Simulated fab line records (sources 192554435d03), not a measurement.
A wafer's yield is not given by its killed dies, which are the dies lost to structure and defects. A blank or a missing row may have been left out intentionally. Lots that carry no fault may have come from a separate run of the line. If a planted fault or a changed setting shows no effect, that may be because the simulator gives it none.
The tool behind it: which one? | flow n5_finfet | 24 wafers from 8 lots sampled at 7 of the route's 1938 steps

WHAT THE GAUGES READ, wafer by wafer
N5_BEOL_M4_RC_MEAS_101.
lot  | measured     | on        | DIBL_N (mV/V)  | DIBL_P (mV/V) | IOFF_N (nA/um) | IOFF_P (nA/um) | ION_N (uA/um) | ION_P (uA/um) | SS_N (mV/dec)  | SS_P (mV/dec)  | VT_N (mV)   | VT_P (mV)
L270 | day 10 20:59 | prober-02 | 35.1 39.1 37.9 | 34 39 37      | 0.13 0.20 0.18 | 0.21 0.28 0.25 | 659 675 673   | 461 466 465   | 70.7 72.3 71.7 | 72.9 73.6 73.7 | 250 248 248 | -249 -246 -245
L278 | day 12 22:52 | prober-02 | 34.9 36.0 34.8 | 34 36 33      | 0.12 0.14 0.12 | 0.15 0.19 0.15 | 652 668 645   | 444 456 439   | 70.7 71.9 70.9 | 71.9 73.5 72.9 | 253 251 254 | -255 -255 -257
L275 | day 13 01:20 | prober-02 | 37.0 38.4 36.7 | 38 39 37      | 0.19 0.20 0.19 | 0.25 0.25 0.23 | 671 679 683   | 455 465 464   | 72.0 72.7 72.6 | 73.9 74.4 73.6 | 246 249 250 | -247 -249 -249
L282 | day 13 09:17 | prober-02 | 34.9 35.4 34.2 | 35 33 33      | 0.13 0.13 0.11 | 0.20 0.17 0.15 | 682 662 648   | 472 458 444   | 71.0 71.3 70.2 | 73.2 72.0 72.0 | 253 251 257 | -250 -255 -256
L280 | day 13 15:51 | prober-01 | 33.8 34.2 34.2 | 34 34 34      | 0.16 0.14 0.15 | 0.22 0.21 0.21 | 667 662 684   | 462 460 474   | 71.5 71.5 71.1 | 73.0 72.4 73.1 | 248 250 248 | -248 -249 -249
L277 | day 13 23:03 | prober-02 | 37.8 42.2 36.9 | 38 44 37      | 0.18 0.31 0.17 | 0.23 0.34 0.22 | 684 692 694   | 470 471 468   | 72.6 73.7 71.5 | 73.9 76.2 73.5 | 251 243 246 | -250 -247 -250
L283 | day 15 08:49 | prober-02 | 37.5 32.3 33.1 | 37 30 31      | 0.18 0.11 0.11 | 0.23 0.14 0.15 | 666 656 658   | 457 448 453   | 72.6 70.9 71.1 | 73.9 71.3 72.1 | 248 255 252 | -250 -256 -254
L287 | day 15 19:12 | prober-01 | 34.4 35.0 35.4 | 36 37 37      | 0.14 0.14 0.15 | 0.16 0.19 0.19 | 672 678 676   | 458 466 465   | 71.9 72.0 72.3 | 72.9 73.1 73.5 | 251 254 251 | -255 -256 -253

N5_BEOL_M10_THK_MEAS_01.
lot  | measured     | on            | M10_ILD_THK (nm)
L270 | day 13 04:27 | film_metro-02 | 263 272 266
L278 | day 14 19:18 | film_metro-01 | 265 275 275
L275 | day 15 00:51 | film_metro-02 | 270 265 275
L282 | day 16 05:21 | film_metro-02 | 269 266 272
L280 | day 16 16:26 | film_metro-02 | 259 266 263
L277 | day 16 15:11 | film_metro-01 | 263 268 267
L283 | day 17 22:15 | film_metro-02 | 271 263 275
L287 | day 18 03:02 | film_metro-02 | 261 270 271

N5_BEOL_M10_OCD_MEAS_38.
lot  | measured     | on     | trench_depth_nm (nm)
L270 | day 13 08:48 | ocd-02 | 143 149 141
L278 | day 15 01:39 | ocd-01 | - - -
L275 | day 15 04:38 | ocd-02 | - - -
L282 | day 16 13:55 | ocd-02 | - - -
L280 | day 16 21:21 | ocd-01 | 151 149 149
L277 | day 16 21:18 | ocd-01 | 146 144 143
L283 | day 18 03:14 | ocd-01 | 153 146 146
L287 | day 18 06:41 | ocd-02 | 148 144 148

TOOL THAT RAN EACH LOT (tool first, then ch and the chambers of the sampled wafers, then the start)
lot  | N5_BEOL_M9_CMP_52             | N5_BEOL_M10_DESCUM_16              | N5_BEOL_M10_STRIP_67               | N5_BEOL_M10_VIA_ETCH_34
L270 | cmp-04 ch 0,2, day 13 02:55   | rie_diel-04 ch 0,2, day 13 05:50   | rie_diel-04 ch 0,2, day 13 06:04   | rie_diel-03 ch 0,3, day 13 08:31
L278 | cmp-01 ch 0,2, day 14 18:15   | rie_diel-04 ch 0,1,3, day 14 22:16 | rie_diel-04 ch 0,1,3, day 14 22:30 | rie_diel-03 ch 1,2, day 15 01:22
L275 | cmp-04 ch 1,2,3, day 14 23:53 | rie_diel-04 ch 2,3, day 15 02:52   | rie_diel-04 ch 2,3, day 15 03:06   | rie_diel-01 ch 1,2, day 15 04:21
L282 | cmp-01 ch 0,2,3, day 16 01:14 | rie_diel-01 ch 0,1,3, day 16 06:02 | rie_diel-01 ch 0,1,3, day 16 06:16 | rie_diel-01 ch 0,1,3, day 16 13:37
L280 | cmp-01 ch 1,2,3, day 16 14:30 | rie_diel-04 ch 0,1,2, day 16 17:50 | rie_diel-04 ch 0,1,2, day 16 18:04 | rie_diel-01 ch 1,3, day 16 21:04
L277 | cmp-03 ch 0,1, day 16 13:00   | rie_diel-04 ch 0,3, day 16 17:35   | rie_diel-04 ch 0,3, day 16 17:49   | rie_diel-03 ch 1,2,3, day 16 21:01
L283 | cmp-04 ch 0,3, day 17 21:10   | rie_diel-04 ch 0,1,2, day 17 23:17 | rie_diel-04 ch 0,1,2, day 17 23:32 | rie_diel-03 ch 0,1, day 18 02:57
L287 | cmp-01 ch 1,2, day 18 01:58   | rie_diel-04 ch 1,2, day 18 04:23   | rie_diel-04 ch 1,2, day 18 04:37   | rie_diel-03 ch 1,3, day 18 06:23
- N5_BEOL_M9_CMP_52: polishes, stops on SiCOH lowk, t overpolish 7 s, target thk 140 nm.
- N5_BEOL_M10_DESCUM_16: chemistry O2, time 7.9 s.
- N5_BEOL_M10_STRIP_67: strips in CF4.
- N5_BEOL_M10_VIA_ETCH_34: etches SiCOH lowk in C4F6/O2, target depth 184.5 nm, time 69.2 s.

AS READ BY THE TOOLS THEMSELVES (means over the sampled wafers that have a number; for cases with no such wafer, the mark the record gives instead)
N5_BEOL_M9_CMP_52.
lot  | tool   | barrier_field_endpoint_s (s) | motor_current_A (A) | overpolish_run_s (s) | time_to_endpoint_s (s)
L270 | cmp-04 | 29.2                         | 6.1                 | 7.000                | 67
L278 | cmp-01 | 28.6                         | 6.1                 | 6.989                | 62
L275 | cmp-04 | 29.7                         | 6.2                 | 7.014                | 69
L282 | cmp-01 | 28.5                         | 6.2                 | 7.004                | 67
L280 | cmp-01 | 28.9                         | 5.7                 | 6.995                | 67
L277 | cmp-03 | 28.5                         | 6.3                 | 7.000                | 66
L283 | cmp-04 | 27.9                         | 5.9                 | 7.002                | 59
L287 | cmp-01 | 28.3                         | 5.4                 | 7.001                | 60

N5_BEOL_M10_DESCUM_16.
lot  | tool        | drypump_motor_current_A (A) | oes_product_au (a.u.) | rf_vpp_V (V) | showerhead_plenum_p_Torr (Torr) | throttle_valve_pct (%)
L270 | rie_diel-04 | 5.69                        | 0.88                  | 243.5        | 2.09                            | 20.52
L278 | rie_diel-04 | 5.67                        | 0.80                  | 242.6        | 2.08                            | 20.63
L275 | rie_diel-04 | 5.34                        | 0.83                  | 244.1        | 2.15                            | 20.48
L282 | rie_diel-01 | 5.73                        | 0.80                  | 243.9        | 2.06                            | 20.23
L280 | rie_diel-04 | 5.72                        | 0.86                  | 242.0        | 2.08                            | 20.42
L277 | rie_diel-04 | 5.44                        | 0.74                  | 243.2        | 2.12                            | 20.86
L283 | rie_diel-04 | 5.71                        | 0.84                  | 242.6        | 2.07                            | 20.42
L287 | rie_diel-04 | 5.58                        | 0.85                  | 243.3        | 2.10                            | 20.30

N5_BEOL_M10_STRIP_67.
lot  | tool        | bias_power_w (W) | cf4_flow_sccm (sccm) | drypump_motor_current_A (A) | oes_product_au (a.u.) | rf_vpp_V (V) | showerhead_plenum_p_Torr (Torr) | throttle_valve_pct (%)
L270 | rie_diel-04 | 74.95            | 149.8                | 5.72                        | 0.89                  | 270.4        | 1.78                            | 13.51
L278 | rie_diel-04 | -                | -                    | -                           | -                     | -            | -                               | -
L275 | rie_diel-04 | -                | -                    | -                           | -                     | -            | -                               | -
L282 | rie_diel-01 | -                | -                    | -                           | -                     | -            | -                               | -
L280 | rie_diel-04 | 75.16            | 149.7                | 5.71                        | 0.85                  | 270.5        | 1.77                            | 13.45
L277 | rie_diel-04 | 74.84            | 150.0                | 5.44                        | 0.75                  | 271.7        | 1.81                            | 13.97
L283 | rie_diel-04 | 75.14            | 150.1                | 5.71                        | 0.84                  | 271.2        | 1.77                            | 13.49
L287 | rie_diel-04 | 74.90            | 149.5                | 5.59                        | 0.85                  | 271.7        | 1.79                            | 13.37

N5_BEOL_M10_VIA_ETCH_34.
lot  | tool        | bias_w (W) | drypump_motor_current_A (A) | oes_product_au (a.u.) | rf_vpp_V (V) | showerhead_plenum_p_Torr (Torr) | throttle_valve_pct (%)
L270 | rie_diel-03 | 185.2      | 5.60                        | 0.73                  | 646          | 2.76                            | 20.93
L278 | rie_diel-03 | 185.1      | 5.91                        | 0.27                  | 653          | 2.85                            | 20.91
L275 | rie_diel-01 | 184.8      | 5.62                        | 0.28                  | 699          | 2.87                            | 21.13
L282 | rie_diel-01 | 185.4      | 5.73                        | 0.30                  | 676          | 2.82                            | 20.70
L280 | rie_diel-01 | 185.1      | 5.63                        | 0.80                  | 705          | 2.89                            | 20.88
L277 | rie_diel-03 | 185.0      | 5.80                        | 0.70                  | 648          | 2.78                            | 21.06
L283 | rie_diel-03 | 185.2      | 5.69                        | 0.78                  | 634          | 2.74                            | 21.03
L287 | rie_diel-03 | 184.6      | 5.74                        | 0.71                  | 639          | 2.71                            | 21.16

THE ANSWER, worked out from the rows above alone
Rule: the lots themselves supply what counts as usual. The widest of any qualifying gaps counts: lots, ordered by their means at a reading, are off when they make up no more than a third of the lots, leave a main group of 4 or more, and stand apart from it by 3 or more times the standard deviation of that group's means. If all means in a main group match to the digits the tables above print for the reading, that group is not used. A lot without any number at a reading at which 4 lots or more have one is off too. Where the step has rows for the other lots, those lots are counted as sound. Order of review: gauges by route order, followed by the tools' own readings, for which a lot's mean as printed above is used. At the first step where some lot is off, the reading lying furthest off is the one used; lots without a number count as furthest.
Off: L278, L275, L282 (N5_BEOL_M10_OCD_MEAS_38, trench_depth_nm). Without a number there: L278, L275, L282. The main group: mean 147 nm, standard deviation 2.1.
A tool fits if, at a process step before that reading, it ran every lot that is off, and no sound lot after the first of them. The gauges at N5_BEOL_M10_OCD_MEAS_38 aren't tried: what is off there is off at N5_BEOL_M10_STRIP_67 too, on other tools, and a gauge's error can't cause that. No candidate that was tried fits.

WHAT WAS PUT IN BY THE SIMULATOR
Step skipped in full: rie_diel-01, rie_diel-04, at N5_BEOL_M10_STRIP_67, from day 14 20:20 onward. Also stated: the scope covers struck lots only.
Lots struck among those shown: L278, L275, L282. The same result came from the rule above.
